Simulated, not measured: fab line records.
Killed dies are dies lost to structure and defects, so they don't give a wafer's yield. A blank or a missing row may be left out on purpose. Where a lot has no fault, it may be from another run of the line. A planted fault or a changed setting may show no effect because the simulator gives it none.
A lot that was struck, set against a sound lot    flow n5Finfet    36 steps out of a route of 1938
Sound: the wafers L471.1, L471.2, L471.6. Struck: wafers L482.1, L482.5. (L482.4 of the same lot was not struck and is left out.) The cause comes at the end.
Each step with rows lists, per side, the tool, then ch with its chambers, then its first start. Under that, the readings that differ: sound wafers    struck wafers    difference of the means    sigmas: that difference in standard deviations of wafers without a fault.
alike: readings with means less than 2 such deviations apart, plus words and numbers identical on both sides. not compared: withheld readings, readings lacking a value on some wafer, bounds such as >300 that could conceal the same value, and numbers that have no deviation in the record and whose values overlap.
The two part at a step that has a row with sigmas, a row that says differs or no value, or rows on one side only. Non-overlapping numbers with no deviation appear without sigmas and do not part them. A reading that every wafer of one side lacks parts them only if that side has two wafers or more.

first, 8 steps without rows for these wafers: N5_BEOL_M5_CMP_52 (polishes, stops on SiCOH lowk, t overpolish 6.9 s, target thk 62 nm); N5_BEOL_M5_PRE_CLEAN_77 (time 15 s); N5_BEOL_M5_CO_CAP_78 (material Co, precursor CCTBA/H2, target thk 2 nm, time 102.1 s); N5_BEOL_M5_PRE_CLEAN_55 (time 15 s); N5_BEOL_M5_DEP_56 (deposits SiCN from 3MS/NH3, target thk 8 nm, time 14 s); N5_BEOL_M6_ILD_DEP_00 (deposits SiCOH lowk from DEMS/porogen, target thk 179.75 nm, time 33.4 s); N5_BEOL_M6_CURE_74 (cures SiCOH lowk, time 240 s); N5_BEOL_M6_PECVD_70 (deposits SiO2 from TEOS/O2, target thk 20 nm, time 22.7 s).
N5_BEOL_M6_HM_DEP_02: deposits TiN, target thk 20 nm.
  sound on pvdSputter-01, day 10 04:14; struck on pvdSputter-01, day 13 04:50
  alike: substrateTempC, throttleValvePct
then, 8 steps without rows for these wafers: N5_BEOL_M6_COAT_59 (time 60 s, resist thk 100 nm); N5_BEOL_M6_COAT_60 (time 60 s, resist thk 35 nm); N5_BEOL_M6_COAT_05 (resist thk 90 nm); N5_BEOL_M6_EBR_07; N5_BEOL_M6_SOFTBAKE_06 (time 60 s); N5_BEOL_M6_EXPOSE_08 (exposes mask M6); N5_BEOL_M6_PEB_09 (peb time 60 s); N5_BEOL_M6_DEVELOP_10 (develop time 30 s).
N5_BEOL_M6_INSPECT_13: inspects for defects (brightfield).
  sound on defectInspect-01, day 10 04:47; struck on defectInspect-02, day 13 05:23
reading         sound        struck   difference  sigmas
rawDefectCount  332 296 422  991 968  +630        +7
then, 16 steps without rows for these wafers: N5_BEOL_M6_DESCUM_16 (chemistry O2, time 7.9 s); N5_BEOL_M6_ETCH_61 (etches SiARC in CF4, target depth 45.5 nm, time 75.8 s); N5_BEOL_M6_ETCH_62 (etches SOC in N2/H2, target depth 110 nm, overetch 22 nm, time 165 s); N5_BEOL_M6_STRIP_68 (strips in N2/H2); N5_BEOL_M6_STRIP_67 (strips in CF4); N5_BEOL_M6_HM_OPEN_17 (chemistry Cl2/BCl3, target TiN, target depth 20 nm, overetch 6 nm); N5_BEOL_M6_STRIP_19 (strips in O2); N5_BEOL_M6_COAT_63 (time 60 s, resist thk 60 nm); N5_BEOL_M6_COAT_64 (time 60 s, resist thk 12 nm); N5_BEOL_M6_COAT_71 (time 60 s, resist thk 5 nm); N5_BEOL_M6_COAT_22 (resist thk 30 nm); N5_BEOL_M6_EBR_24; N5_BEOL_M6_SOFTBAKE_23 (time 60 s); N5_BEOL_M6_EXPOSE_25 (exposes mask V5, target cd 40 nm); N5_BEOL_M6_PEB_26 (peb time 60 s); N5_BEOL_M6_DEVELOP_27 (develop time 30 s).
N5_BEOL_M6_INSPECT_30: inspects for defects (brightfield).
  sound on defectInspect-02, day 10 09:11; struck on defectInspect-01, day 13 10:05
reading         sound        struck    difference  sigmas
rawDefectCount  308 260 377  996 1033  +700        +7
-- a jump in the record: the struck wafers' starts before and after are 4 days apart (it breaks off in module BEOL_M6 and resumes in module PASSIVATION, where the first step shown is number 1936 of the route) --
N5_PASSIVATION_PROBE_49:
  sound on prober-01, day 13 22:53; struck on prober-01, day 17 03:24
reading                  sound           struck     difference  sigmas
defectLimitedYield (%)   91.1 91.2 91.6  80.5 78.0  -12.0       -9
killed_at_M4_up          11 20 24        142 154    +130        +24
killedDies               105 104 99      230 260    +142        +8
sort_bin_5_function (%)  5.6 4.7 5.1     12.1 14.0  +7.9        +8
sort_bin_6_memory (%)    3.2 3.9 2.5     4.6 5.3    +1.7        +2
sortNPass                1075 1076 1081  950 920    -142        -8
sortYieldPct (%)         91.1 91.2 91.6  80.5 78.0  -12.0       -8
  alike: killed_at_M0_to_M3, killedAtContacts, killedAtFrontEnd, killedAtOther, killedOpen, killedShort

WHERE THEY PART
At N5_BEOL_M6_INSPECT_13 first; at N5_PASSIVATION_PROBE_49 last (within this record only).

WHY: what had been put in by the simulator
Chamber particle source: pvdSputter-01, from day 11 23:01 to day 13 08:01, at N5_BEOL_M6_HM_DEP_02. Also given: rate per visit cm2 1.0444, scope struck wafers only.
